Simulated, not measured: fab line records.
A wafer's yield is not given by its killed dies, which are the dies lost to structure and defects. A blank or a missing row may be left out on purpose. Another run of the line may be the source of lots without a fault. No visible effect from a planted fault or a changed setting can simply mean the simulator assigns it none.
Matching of chambers	flow nand harc	4 sister chambers for NHARC_A_CHANNEL_FILL_D1_ETCHBACK_19 on rie si-02
The step etches the open film in HBr/Cl2, target depth 5 nm, time 1.7 s. 8 wafers are shown with their chamber, then 7 later ones without.

WAFERS PAIRED WITH THEIR CHAMBERS
wafer	chamber	drypump motor current A (A)	oes product au (a.u.)
L182.4	3	5.0	0.992
L182.5	3	5.0	0.998
L182.6	0	5.2	1.005
L183.1	1	5.3	1.002
L183.2	2	6.1	1.007
L183.4	0	5.2	0.999
L186.1	1	5.3	1.011
L186.3	2	6.0	1.009

WAFERS WHOSE CHAMBER IS MISSING
wafer	drypump motor current A (A)	oes product au (a.u.)
L186.6	5.3	1.011
L197.1	5.2	0.991
L197.4	6.1	0.993
L197.6	5.0	0.996
L198.2	5.0	0.988
L198.3	5.3	1.016
L198.5	6.1	0.996

WHICH CHAMBER EACH WENT THROUGH
wafer	from the rows above	in truth
L186.6	1	1
L197.1	0	0
L197.4	2	2
L197.6	3	3
L198.2	3	3
L198.3	1	1
L198.5	2	2
Correct placement for 7 of the 7. Not placeable from these rows: 0. Placed wrongly: 0.
How it was worked out, from the rows above alone: a wafer's distance from a chamber is the root of the sum, over the readings, of the square of ((its reading less the chamber's mean) divided by the reading's scatter). If the next closest chamber is less than 2 further off than the closest, the wafer can't be placed; otherwise it belongs to the closest. A chamber's mean is the mean of its shown wafers. How the scatter is found: for the shown wafers, subtract from each reading the mean of its chamber, square and add these, divide the total by (wafers less chambers), then take the root.
